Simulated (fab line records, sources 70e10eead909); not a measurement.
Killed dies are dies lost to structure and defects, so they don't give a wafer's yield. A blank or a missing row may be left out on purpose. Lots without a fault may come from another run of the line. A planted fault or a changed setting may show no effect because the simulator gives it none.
Chamber matching | flow nand_harc | NHARC_A_CONTACT_DESCUM_74 on rie_diel-07: 4 sister chambers
The step chemistry O2, time 3 s. 4 wafers are shown with their chamber, then 11 later ones without.

WAFERS WITH THEIR CHAMBER
wafer  | chamber | showerhead_plenum_p_Torr (Torr)
L085.1 | 0       | 2.02
L088.2 | 3       | 2.07
L088.6 | 2       | 1.84
L091.1 | 1       | 1.78

WAFERS WITHOUT THEIR CHAMBER
wafer  | showerhead_plenum_p_Torr (Torr)
L091.4 | 1.84
L091.6 | 2.01
L092.1 | 1.84
L092.3 | 2.07
L092.4 | 2.01
L094.2 | 1.78
L094.5 | 2.07
L094.6 | 2.01
L096.3 | 2.07
L096.4 | 1.84
L096.6 | 1.78

WHICH CHAMBER EACH WENT THROUGH
wafer  | from the rows above | in truth
L091.4 | 2                   | 2
L091.6 | 0                   | 0
L092.1 | 2                   | 2
L092.3 | 3                   | 3
L092.4 | 0                   | 0
L094.2 | 1                   | 1
L094.5 | 3                   | 3
L094.6 | 0                   | 0
L096.3 | 3                   | 3
L096.4 | 2                   | 2
L096.6 | 1                   | 1
Placed correctly: 11 of 11. Can't be placed from these rows: 0. Placed wrongly: 0.
How it was worked out, from the rows above alone: a wafer's distance from a chamber is the root of the sum, over the readings, of the square of ((its reading less the chamber's mean) divided by the reading's scatter). The wafer belongs to the nearest chamber; if the next one is less than 2 further off, it can't be placed. A chamber's mean is the mean of its shown wafers. The scatter: with one shown wafer a chamber, the root of the mean of the squares of how far each hidden wafer lies from its nearest shown one.
